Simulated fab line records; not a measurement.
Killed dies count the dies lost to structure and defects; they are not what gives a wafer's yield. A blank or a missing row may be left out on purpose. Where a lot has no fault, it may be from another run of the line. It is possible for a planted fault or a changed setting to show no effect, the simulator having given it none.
fab line records -- flow n5Finfet
record: lots: 8, wafers: 22, lastDay: 18
route steps=1938 shown GATE_CUT@470 BEOL_M4@1111
lots untouched by any fault: they come from a run of this same line in which no faults occurred
startH: hours from the record's opening day to when the first of the lot's shown wafers began -- waitH: how many hours have passed since the lot's step before this one -- " unchanged from the row above -- L1.1+2: a single row standing in for several wafers -- - either no value or no given start -- * or withheld: withheld -- < > ~ a bound
route shown NAME@n: NAME is a module with steps in the file, n the number in the route of the first one -- usual: mean/standard deviation of fault-free wafers -- same: alike in all rows -- chamber/n: place in a boat -- sites: the reading at each site -- _std_site: how widely they spread, as a standard deviation -- _edge_site: the outer-site mean with the inner-site mean subtracted -- radiusMm: for every site, how far away it sits from the centre of the wafer -- mask NAME#n: copy n -- behind: the tool/chamber that last shaped the wafer -- hold: the reason the lot was held/the length of the hold in hours/how it ended -- device: which transistor (n, p or np) failed to switch -- end of line: the tests these same wafers got at the end of their route -- a step without rows: its recipe alone -- killed: dies that structure and defects cost at the first sort, which is not the same as the wafer's yield -- map: the dies of a wafer, with x for killed, . for not killed, _ for no die there
set.NAME: the setting as run; set.NAME@STEP: as run at that earlier step -- model.NAME: the simulator's own value behind a step, which no gauge read
one table for each step of the route and one row for each wafer, over a sample of lots
services: a tool's chamber out of use, with start hour (startH, from the record's first day; less than 0 if before it), hours out, and reason
== steps ==
step: N5_GATE_CUT_STRIP_59
recipe: chemistry: N2/H2, timeS: 20, powerW: 100, tempC: 40, pressureMtorr: 100, rfFrequencyHz: 6e+07, biasPowerW: 3, n2FlowSccm: 300, h2FlowSccm: 300
usual: drypumpMotorCurrentA: 5.8/0.37, n2FlowSccm: 300.0/0.92, oesProductAu: 0.76/0.069, rfVppV: 45.1/0.77, showerheadPlenumPTorr: 3.37/0.12, tempC: 40.02/0.11, throttleValvePct: 12.25/0.21
same: timeS: 20
lot.wafer,tool,chamber,startH,waitH,drypumpMotorCurrentA,n2FlowSccm,oesProductAu,rfHoursCounterH,rfVppV,showerheadPlenumPTorr,tempC,throttleValvePct
L263.1,rieDiel-04,2,94.33,0.1,5.8,298.9,0.77,136,44.6,3.37,40.02,12.08
L263.4,rieDiel-04,0,94.33,0.1,5.5,299.9,0.71,193,45.4,3.22,40.05,12.50
L263.6,rieDiel-04,0,94.33,0.1,5.6,301.2,0.71,-,44.2,3.22,40.08,12.51
L266.1,rieDiel-04,0,107.40,0.1,5.5,300.0,0.71,196,45.3,3.22,40.02,12.51
L266.3,rieDiel-04,2,107.40,0.1,5.8,297.7,0.76,139,45.0,3.37,40.05,12.10
L266.4,rieDiel-04,1,107.40,0.1,5.2,299.7,0.69,211,44.4,3.49,40.20,12.44
L268.3,rieDiel-02,3,116.99,0.1,4.9,300.8,0.74,182,45.7,3.22,40.14,12.46
L268.6,rieDiel-02,0,116.99,0.1,5.7,299.0,0.66,-,45.2,3.49,40.05,12.54
L271.5,rieDiel-03,1,135.11,0.0,5.7,299.6,0.79,-,45.0,3.38,40.15,12.00
L271.6,rieDiel-03,0,135.11,0.0,5.9,301.2,0.87,-,44.2,3.29,39.99,11.92
L273.2,rieDiel-02,1,145.41,0.1,6.4,299.3,0.68,236,45.4,3.32,40.24,12.29
L273.3,rieDiel-02,2,145.41,0.1,5.9,299.2,0.77,128,46.0,3.39,39.85,12.47
L273.5,rieDiel-02,3,145.41,0.1,4.9,300.5,0.73,-,44.9,3.22,39.91,12.50
L280.2,rieDiel-03,1,188.60,0.1,5.7,299.7,0.78,144,44.9,3.37,40.15,12.03
L280.3,rieDiel-03,3,188.60,0.1,5.6,299.2,0.70,187,43.9,3.50,40.06,12.28
L280.6,rieDiel-03,2,188.60,0.1,6.0,299.7,0.77,-,44.0,3.25,40.16,12.33
L284.1,rieDiel-03,1,214.14,0.1,5.7,299.0,0.76,153,45.2,3.37,40.00,12.05
L284.2,rieDiel-03,3,214.14,0.1,5.5,299.3,0.69,195,45.0,3.50,40.06,12.30
L284.5,rieDiel-03,2,214.14,0.1,6.0,301.0,0.74,-,44.9,3.25,39.99,12.37
L285.2,rieDiel-04,2,220.15,0.1,5.8,300.8,0.74,175,44.1,3.35,40.02,12.19
L285.3,rieDiel-04,1,220.15,0.1,5.2,300.2,0.67,248,44.9,3.47,40.02,12.54
L285.5,rieDiel-04,3,220.15,0.1,6.3,300.1,0.85,-,45.5,3.57,39.95,12.17
step: N5_GATE_CUT_HM_DEP_46
recipe: material: SiO2, targetThkA: 1300, tempC: 400, precursor: TEOS/O2, pressureTorr: 6.5, rfW: 900, teosFlowSccm: 161.4, gas: O2, flowSccm: 2650, timeS: 26.6
usual: heaterPowerW: 620/110, showerheadPlenumPTorr: 8.34/0.04, susceptorTempC: 399.98/0.22, throttleValvePct: 18.7/1.1
lot.wafer,tool,chamber,startH,waitH,heaterPowerW,showerheadPlenumPTorr,susceptorTempC,throttleValvePct
L263.1,pecvd-01,2,97.26,0.0,485,8.31,400.06,17.7
L263.4,pecvd-01,2,97.26,0.0,507,8.30,399.97,17.6
L263.6,pecvd-01,1,97.26,0.0,743,8.32,400.18,16.7
L266.1,pecvd-04,1,110.22,0.0,784,8.38,399.75,20.7
L266.3,pecvd-04,0,110.22,0.0,636,8.36,399.90,19.3
L266.4,pecvd-04,0,110.22,0.0,641,8.36,400.28,19.1
L268.3,pecvd-01,2,119.91,0.0,398,8.29,-,17.7
L268.6,pecvd-01,1,119.91,0.0,797,8.34,400.17,17.3
L271.5,pecvd-01,1,138.12,0.1,707,8.35,-,16.9
L271.6,pecvd-01,0,138.12,0.1,607,8.32,399.80,19.3
L273.2,pecvd-01,0,148.23,0.0,568,8.34,400.38,19.5
L273.3,pecvd-01,1,148.23,0.0,713,8.34,-,16.9
L273.5,pecvd-01,1,148.23,0.0,712,8.34,-,16.7
L280.2,pecvd-04,1,192.05,0.1,755,8.37,399.46,20.7
L280.3,pecvd-04,0,192.05,0.1,720,8.36,400.13,19.5
L280.6,pecvd-04,1,192.05,0.1,770,8.38,399.73,20.6
L284.1,pecvd-01,2,216.98,0.0,509,8.30,399.86,17.8
L284.2,pecvd-01,1,216.98,0.0,736,8.33,400.05,17.1
L284.5,pecvd-01,0,216.98,0.0,545,8.35,399.73,19.4
L285.2,pecvd-04,0,223.14,0.0,669,8.35,399.85,19.5
L285.3,pecvd-04,1,223.14,0.0,713,8.38,399.96,20.6
L285.5,pecvd-04,1,223.14,0.0,715,8.34,400.16,20.9
step: N5_GATE_CUT_OVL_MEAS_14
recipe: pointsPerWafer: 522
usual: GATE_CUT_OVL: 0.6/0.63
lot.wafer,tool,chamber,startH,waitH,GATE_CUT_OVL[nm]
L263.1,overlay-01,0,97.63,0.0,0.0
L263.4,overlay-01,0,97.63,0.0,-0.5
L263.6,overlay-01,0,97.63,0.0,-0.8
L266.1,overlay-02,0,110.59,0.0,0.1
L266.3,overlay-02,0,110.59,0.0,-0.2
L266.4,overlay-02,0,110.59,0.0,-0.1
L268.3,overlay-01,0,120.29,0.0,0.7
L268.6,overlay-01,0,120.29,0.0,1.2
L271.5,overlay-02,0,138.62,0.0,-0.2
L271.6,overlay-02,0,138.62,0.0,0.7
L273.2,overlay-01,0,148.72,0.0,0.5
L273.3,overlay-01,0,148.72,0.0,0.9
L273.5,overlay-01,0,148.72,0.0,2.0
L280.2,overlay-01,0,192.42,0.0,0.5
L280.3,overlay-01,0,192.42,0.0,-0.7
L280.6,overlay-01,0,192.42,0.0,0.0
L284.1,overlay-01,0,217.35,0.0,0.9
L284.2,overlay-01,0,217.35,0.0,0.5
L284.5,overlay-01,0,217.35,0.0,0.2
L285.2,overlay-01,0,223.53,0.0,1.3
L285.3,overlay-01,0,223.53,0.0,1.1
L285.5,overlay-01,0,223.53,0.0,0.7
step: N5_GATE_CUT_HM_OPEN_40
recipe: chemistry: C4F6/O2, target: SiO2, maskMaterial: SiARC, targetDepthA: 1390, timeS: 85.1, ionEnergyEv: 250, pressureMtorr: 30, sourceW: 345, biasW: 185, Ar_flow_sccm: 300, C4F6_flow_sccm: 10, O2_flow_sccm: 10, ends: cleared
usual: C4F6_flow_sccm: 10.005/0.028, drypumpMotorCurrentA: 5.7/0.41, etchRfOnTimeS: 94.0/1.8, oesProductAu: 0.69/0.068, rfVppV: 666/11, showerheadPlenumPTorr: 2.85/0.1, throttleValvePct: 21.03/0.18
lot.wafer,tool,chamber,startH,waitH,C4F6_flow_sccm,drypumpMotorCurrentA,etchRfOnTimeS,oesProductAu,rfHoursCounterH,rfVppV,showerheadPlenumPTorr,throttleValvePct
L263.1,rieDiel-03,0,98.01,0.0,10.035,5.9,91.1,0.81,29,691,2.79,20.71
L263.4,rieDiel-03,1,98.01,0.0,9.999,5.7,92.9,0.73,117,684,2.88,20.77
L263.6,rieDiel-03,1,98.01,0.0,10.002,5.7,94.4,0.72,-,685,2.88,20.78
L266.1,rieDiel-04,0,110.85,0.0,10.027,5.5,92.0,0.65,197,657,2.73,21.19
L266.3,rieDiel-04,3,110.85,0.0,10.019,6.3,93.5,0.80,32,654,3.03,21.01
L266.4,rieDiel-04,1,110.85,0.0,9.997,5.2,94.4,0.63,212,678,2.95,21.15
L268.3,rieDiel-02,0,120.82,0.0,9.980,5.7,75.8,0.61,235,668,2.91,21.03
L268.6,rieDiel-02,2,120.82,0.0,9.934,5.8,94.4,0.71,-,671,2.88,21.23
L271.5,rieDiel-04,0,138.89,0.0,10.016,5.5,77.0,0.64,-,655,2.72,21.20
L271.6,rieDiel-04,1,138.89,0.0,9.966,5.2,96.1,0.61,-,678,2.95,21.17
L273.2,rieDiel-02,3,148.97,0.0,9.989,4.9,90.7,0.67,192,665,2.70,21.21
L273.3,rieDiel-02,0,148.97,0.0,9.984,5.7,75.7,0.60,244,669,2.91,21.04
L273.5,rieDiel-02,2,148.97,0.0,10.059,5.8,74.6,0.71,-,668,2.88,21.23
L280.2,rieDiel-04,2,192.67,0.0,10.041,5.8,93.7,0.66,167,652,2.85,20.99
L280.3,rieDiel-04,1,192.67,0.0,9.984,5.2,96.1,0.61,240,678,2.94,21.17
L280.6,rieDiel-04,3,192.67,0.0,10.003,6.3,95.5,0.77,-,656,3.02,21.02
L284.1,rieDiel-03,0,217.69,0.0,10.035,5.9,92.5,0.76,64,690,2.77,20.77
L284.2,rieDiel-03,3,217.69,0.0,10.049,5.5,93.8,0.63,195,654,2.94,20.93
L284.5,rieDiel-03,1,217.69,0.0,9.997,5.7,94.0,0.69,-,684,2.86,20.82
L285.2,rieDiel-02,0,223.78,0.0,10.042,5.7,94.2,0.85,11,670,2.90,20.67
L285.3,rieDiel-02,3,223.78,0.0,9.982,4.9,94.0,0.65,218,664,2.69,21.23
L285.5,rieDiel-02,2,223.78,0.0,9.986,5.8,92.9,0.68,-,669,2.86,21.28
step: N5_GATE_CUT_STRIP_41
recipe: chemistry: CF4, resist: SiARC, powerW: 300, biasPowerW: 75, pressureMtorr: 50, cf4FlowSccm: 150, rfFrequencyHz: 6e+07
usual: drypumpMotorCurrentA: 5.7/0.41, oesProductAu: 0.176/0.018, rfVppV: 271.0/1.7, showerheadPlenumPTorr: 1.79/0.058, throttleValvePct: 13.63/0.21
lot.wafer,tool,chamber,startH,waitH,drypumpMotorCurrentA,oesProductAu,rfHoursCounterH,rfVppV,showerheadPlenumPTorr,throttleValvePct
L263.1,rieDiel-03,0,98.07,0.0,5.9,0.203,29,270.1,1.75,13.21
L263.4,rieDiel-03,1,98.07,0.0,5.7,0.183,117,271.3,1.79,13.30
L263.6,rieDiel-03,1,98.07,0.0,5.7,0.177,-,270.3,1.79,13.31
L266.1,rieDiel-04,0,110.91,0.0,5.5,0.162,197,269.3,1.70,13.73
L266.3,rieDiel-04,3,110.91,0.0,6.3,0.210,32,273.6,1.90,13.48
L266.4,rieDiel-04,1,110.91,0.0,5.2,0.163,212,271.4,1.83,13.62
L268.3,rieDiel-02,0,120.89,0.0,5.7,0.158,235,272.8,1.82,13.70
L268.6,rieDiel-02,2,120.89,0.0,5.8,0.188,-,269.1,1.80,13.73
L271.5,rieDiel-04,0,138.93,0.0,5.5,0.167,-,269.4,1.69,13.75
L271.6,rieDiel-04,1,138.93,0.0,5.2,0.155,-,271.8,1.83,13.66
L273.2,rieDiel-02,3,149.03,0.0,4.9,0.172,192,268.2,1.73,14.01
L273.3,rieDiel-02,0,149.03,0.0,5.7,0.154,244,271.2,1.82,13.72
L273.5,rieDiel-02,2,149.03,0.0,5.8,0.174,-,272.5,1.80,13.75
L280.2,rieDiel-04,2,192.73,0.0,5.8,0.169,167,272.8,1.79,13.61
L280.3,rieDiel-04,1,192.73,0.0,5.2,0.152,240,272.6,1.82,13.70
L280.6,rieDiel-04,3,192.73,0.0,6.3,0.200,-,273.5,1.90,13.53
L284.1,rieDiel-03,0,217.75,0.0,5.9,0.202,64,271.2,1.74,13.30
L284.2,rieDiel-03,3,217.75,0.0,5.5,0.158,195,272.1,1.86,13.70
L284.5,rieDiel-03,1,217.75,0.0,5.7,0.175,-,271.6,1.78,13.37
L285.2,rieDiel-02,0,223.84,0.0,5.7,0.223,11,271.7,1.82,13.18
L285.3,rieDiel-02,3,223.84,0.0,4.9,0.163,218,267.8,1.72,14.05
L285.5,rieDiel-02,2,223.84,0.0,5.8,0.172,-,271.6,1.79,13.81
step: N5_GATE_CUT_THK_MEAS_24
recipe: reads: SiO2_of_GATE_CUT_HM_DEP_46+SiO2_flowable_of_ILD0_FCVD_FILL_01
usual: GC_FILL_THK: 219.3/1.9
lot.wafer,tool,chamber,startH,waitH,GC_FILL_THK[nm]
L263.1,filmMetro-02,-,101.92,-,216.7
L263.4,filmMetro-02,-,101.92,-,218.4
L263.6,filmMetro-02,-,101.92,-,221.4
L266.1,filmMetro-02,-,113.37,-,217.1
L266.3,filmMetro-02,-,113.37,-,219.4
L266.4,filmMetro-02,-,113.37,-,220.9
L268.3,filmMetro-02,-,123.28,-,193.7
L268.6,filmMetro-02,-,123.28,-,220.9
L271.5,filmMetro-02,-,141.32,-,195.3
L271.6,filmMetro-02,-,141.32,-,220.9
L273.2,filmMetro-01,-,151.43,-,217.1
L273.3,filmMetro-01,-,151.43,-,191.7
L273.5,filmMetro-01,-,151.43,-,194.2
L280.2,filmMetro-01,-,195.13,-,217.2
L280.3,filmMetro-01,-,195.13,-,219.7
L280.6,filmMetro-01,-,195.13,-,219.0
L284.1,filmMetro-02,-,220.18,-,218.0
L284.2,filmMetro-02,-,220.18,-,218.6
L284.5,filmMetro-02,-,220.18,-,220.2
L285.2,filmMetro-02,-,226.28,-,217.7
L285.3,filmMetro-02,-,226.28,-,221.5
L285.5,filmMetro-02,-,226.28,-,216.6
step: N5_BEOL_M4_RC_MEAS_101
usual: DIBL_N: 36.0/1.8, DIBL_P: 36.3/2.4, IOFF_N: 0.16/0.035, IOFF_P: 0.21/0.036, ION_N: 673/13, ION_P: 461/7.2, SS_N: 71.4/0.6, SS_P: 73.2/0.7, VT_N: 250/4, VT_P: -250.9/2.9
lot.wafer,tool,chamber,startH,waitH,DIBL_N[mV/V],DIBL_P[mV/V],IOFF_N[nA/um],IOFF_P[nA/um],ION_N[uA/um],ION_P[uA/um],SS_N[mV/dec],SS_P[mV/dec],VT_N[mV],VT_P[mV]
L263.1,prober-02,0,188.25,0.0,36.7,38.2,0.19,0.25,675,465,72.5,73.7,248,-248.4
L263.4,prober-02,0,188.25,0.0,34.7,33.9,0.14,0.17,666,457,72.2,72.5,250,-252.9
L263.6,prober-02,0,188.25,0.0,39.2,41.4,0.25,0.32,693,473,72.8,74.6,242,-245.7
L266.1,prober-02,0,202.87,0.0,33.9,34.9,0.13,0.17,674,461,70.4,73.2,254,-250.4
L266.3,prober-02,0,202.87,0.0,37.5,37.1,0.19,0.20,668,455,72.0,73.4,248,-251.0
L266.4,prober-02,0,202.87,0.0,35.4,36.2,0.15,0.19,678,470,71.5,73.2,249,-250.7
L268.3,prober-01,0,215.35,0.3,35.7,36.7,0.15,0.20,666,459,71.3,73.3,253,-251.4
L268.6,prober-01,0,215.35,0.3,32.9,34.1,0.11,0.16,668,465,71.0,72.7,255,-253.0
L273.2,prober-01,0,227.39,0.2,35.3,35.9,0.13,0.21,668,464,70.6,73.9,255,-250.9
L273.3,prober-01,0,227.39,0.2,34.6,35.0,0.13,0.19,673,473,70.6,73.0,253,-252.9
L273.5,prober-01,0,227.39,0.2,32.8,32.3,0.10,0.15,657,458,70.4,71.3,259,-252.3
L271.5,prober-01,0,243.01,0.6,36.3,36.3,0.16,0.20,686,464,71.9,73.7,249,-252.5
L271.6,prober-01,0,243.01,0.6,39.2,39.5,0.24,0.26,691,459,72.2,74.0,244,-249.3
L280.2,prober-01,0,286.77,0.2,37.1,38.5,0.16,0.23,678,465,71.7,73.3,251,-248.7
L280.3,prober-01,0,286.77,0.2,35.1,35.2,0.12,0.20,664,463,71.3,72.1,257,-251.2
L280.6,prober-01,0,286.77,0.2,37.7,38.7,0.17,0.24,680,470,71.9,73.4,250,-249.4
L285.2,prober-01,0,318.44,0.2,37.2,37.1,0.16,0.21,673,457,71.4,73.4,250,-252.4
L285.3,prober-01,0,318.44,0.2,37.9,36.6,0.16,0.21,681,461,72.1,74.0,250,-252.9
L285.5,prober-01,0,318.44,0.2,39.3,38.0,0.20,0.25,687,464,72.2,73.7,247,-246.7
L284.1,prober-02,0,319.72,0.0,37.5,39.3,0.18,0.24,691,475,71.0,73.8,246,-246.5
L284.2,prober-02,0,319.72,0.0,37.7,39.7,0.18,0.25,680,471,72.0,74.1,247,-247.2
L284.5,prober-02,0,319.72,0.0,36.6,38.0,0.16,0.23,685,474,71.1,73.4,246,-248.1
== services ==
tool,chamber,startH,hours,kind
pecvd-04,2,74.57,2.1,scheduledDown
pecvd-04,-,80.64,1.6,repair
pecvd-01,-,85.51,1.7,repair
pecvd-01,-,115.27,1.3,repair
rieDiel-04,3,116.29,12.9,repair
pecvd-01,0,160.15,4.4,repair
rieDiel-02,0,174.77,-,clean
rieDiel-02,0,174.77,-,consumableReplace:focusRing
rieDiel-02,0,174.77,19.6,scheduledDown
rieDiel-02,0,174.77,19.6,ventCycle
rieDiel-04,0,176.83,7.2,repair
pecvd-01,-,190.93,2.6,repair
rieDiel-02,1,194.32,-,clean
rieDiel-02,1,194.32,-,consumableReplace:focusRing
rieDiel-02,1,194.32,25.5,scheduledDown
rieDiel-02,1,194.32,25.5,ventCycle
pecvd-04,2,202.38,-,clean
pecvd-04,2,202.38,-,consumableReplace:showerhead
pecvd-04,2,202.38,29.0,scheduledDown
pecvd-04,2,202.38,29.0,ventCycle
rieDiel-04,0,204.06,8.8,repair
== key ==
firstSign: step: N5_GATE_CUT_HM_OPEN_40, reading: etchRfOnTimeS, direction: down, sigmas: 10, usual: *, struck: *
effect: step: N5_GATE_CUT_THK_MEAS_24, reading: GC_FILL_THK, direction: down, sigmas: 14, usual: 219.3, struck: 193.7
metAt N5_GATE_CUT_HM_DEP_46
struckLots L268,L271,L273
struckWafers L268.3,L271.5,L273.3,L273.5
notActingAt N5_GATE_CUT_STRIP_59,N5_GATE_CUT_OVL_MEAS_14,N5_GATE_CUT_STRIP_41
onsetBetween 97.26 119.91
fault: kind: processParameterDrift, tool: pecvd-01, chamber: -, onsetH: 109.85, steps: N5_GATE_CUT_HM_DEP_46, channel: timeS, offset: *, shape: step, endH: 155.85, scope: struckWafersOnly, actsIn: *, stated: *
